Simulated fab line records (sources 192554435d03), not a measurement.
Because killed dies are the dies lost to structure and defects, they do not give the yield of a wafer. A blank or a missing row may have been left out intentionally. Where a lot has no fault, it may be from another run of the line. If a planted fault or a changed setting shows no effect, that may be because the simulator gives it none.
A struck lot beside a sound one	flow n5 finfet	15 steps out of a route of 1938
Sound: wafers L764.2, L764.3, L764.5. Struck: wafer L773.6. (L773.1, L773.4 of the same lot were not struck and are left out.) The cause comes at the end.
At each step with rows: each side's tool, then ch and its chambers, then its first start. Under that, the readings that differ: sound wafers	struck wafers	difference of the means	sigmas: that difference in standard deviations of wafers without a fault.
alike: words and numbers the same on both sides, and readings whose means are apart by under 2 such deviations; not compared: readings that were withheld, readings missing a value for some wafer, numbers with overlapping values and no deviation given by the record, and bounds like >300 which may hide the same value.
A row with sigmas, a row that says differs or no value, or rows on one side alone: a step with any of these is where the two part. Numbers that don't overlap but have no deviation are shown without sigmas and don't part them. A reading missing from all wafers of one side parts the sides only when that side holds two or more wafers.

first, 2 steps without rows for these wafers: N5_BEOL_M0_SAQP_SRD_93 (time 30 s); N5_BEOL_M0_SAQP_RECESS_114 (chemistry HF/NH3, target SiO2, target depth 14.4 nm, afs cycles 3, sublimation time 60 s).
N5_BEOL_M0_SAQP_SPACER1_ALD_98: deposits SiO2, target thk 12.8 nm, pulse time 1 s, purge time 2 s.
  sound on ald sin-03 ch 0,2, day 6 21:12; struck on ald sin-03 ch 1, day 9 02:20
  alike: heater power w, precursor pulse height rel
N5_BEOL_M0_SAQP_SPACER1_ETCHBACK_99: etches SiO2 in CHF3/O2, target depth 15.4 nm, time 7.7 s.
  sound on rie diel-05 ch 0,1,2, day 6 21:41; struck on rie diel-06 ch 3, day 9 02:49
  alike: drypump motor current A, oes_ar_750_au, oes product au, rf vpp V, showerhead plenum p Torr, throttle valve pct
  not compared: rf hours counter h
N5_BEOL_M0_SAQP_MANDREL1_REMOVE_100: chemistry HBr/Cl2/O2, target a-Si, stops on SiNx, bt time 10 s.
  sound on rie si-01 ch 0,3, day 6 21:46; struck on rie si-01 ch 0, day 9 02:55
  alike: drypump motor current A, oes product au, throttle valve pct
  not compared: rf hours counter h
N5_BEOL_M0_SAQP_CD_MEAS_25: target cd 13.1 nm.
  sound on cd sem-03 ch 0, day 6 21:53; struck on cd sem-03 ch 0, day 9 03:01
  alike: cd nm
then, 3 steps without rows for these wafers: N5_BEOL_M0_SAQP_ETCH_101 (etches SiNx in CH3F/O2, target depth 29.9 nm, time 42.7 s); N5_BEOL_M0_SAQP_ETCH_102 (etches SiO2 in CF4, target depth 4 nm, time 4.4 s); N5_BEOL_M0_SAQP_MANDREL_ETCH_103 (etches a-Si in HBr/Cl2, stops on SiCN, target depth 45 nm, bt time 10 s, time 27 s).
N5_BEOL_M0_SAQP_RECESS_104: chemistry HF/NH3, target SiO2, target depth 18 nm, afs cycles 3, sublimation time 60 s.
  sound on vapor etch-02 ch 1, day 6 22:08; struck on vapor etch-02 ch 1, day 9 03:20
  alike: drypump motor current A
then, 1 step without rows for these wafers: N5_BEOL_M0_SAQP_COAT_105 (time 60 s, resist thk 100 nm).
N5_BEOL_M0_SAQP_ETCH_106: etches SOC in N2/H2, stops on SiNx, target depth 150 nm.
  sound on rie diel-02 ch 0,3, day 6 22:35; struck on rie diel-05 ch 2, day 9 03:47
reading	sound	struck	difference	sigmas
drypump motor current A (A)	5.6 5.1 5.1	6.2	+0.9	+2
oes product au (a.u.)	0.67 0.71 0.71	0.83	+0.13	+2
throttle valve pct (%)	18.17 18.12 18.10	17.57	-0.56	-2
  alike: rf vpp V, showerhead plenum p Torr
  not compared: rf hours counter h
N5_BEOL_M0_SAQP_ETCH_107: etches SiNx in CH3F/O2, target depth 30 nm.
  sound on rie diel-02 ch 0,3, day 6 22:39; struck on rie diel-05 ch 2, day 9 03:51
reading	sound	struck	difference	sigmas
drypump motor current A (A)	5.6 5.1 5.1	6.2	+0.9	+2
oes_ar_750_au (a.u.)	0.67 0.72 0.73	0.84	+0.13	+2
oes product au (a.u.)	0.68 0.71 0.71	1.19	+0.49	+7
throttle valve pct (%)	16.54 16.75 16.75	16.06	-0.62	-3
model.BEOL_M0_SAQP.feature depth nm (nm)	30.6 29.6 29.4	50.2	+20.3	
model.SOC_of_BEOL_M0_SAQP_COAT_105.thk nm (nm)	11.6 15 14.6	2.8	-10.9	
  alike: rf vpp V, showerhead plenum p Torr
  not compared: rf hours counter h
then, 1 step without rows for these wafers: N5_BEOL_M0_SAQP_STRIP_108 (strips in N2/H2).
-- record jumps: 4 days separate the struck wafers' starts on either side; left off in module BEOL_M0_SAQP, taken up again in module BEOL_M4, whose first shown step is the route's number 1111 --
N5_BEOL_M4_RC_MEAS_101:
  sound on prober-02 ch 0, day 9 17:34; struck on prober-02 ch 0, day 12 18:31
  alike: DIBL_N, DIBL_P, IOFF_N, IOFF_P, ION_N, ION_P, SS_N, SS_P, VT_N, VT_P

WHERE THEY PART
At N5_BEOL_M0_SAQP_ETCH_106 first; at N5_BEOL_M0_SAQP_ETCH_107 last (within this record only). Later steps at which nothing parts them and some readings are alike: N5_BEOL_M4_RC_MEAS_101.

WHY: what the simulator had put in
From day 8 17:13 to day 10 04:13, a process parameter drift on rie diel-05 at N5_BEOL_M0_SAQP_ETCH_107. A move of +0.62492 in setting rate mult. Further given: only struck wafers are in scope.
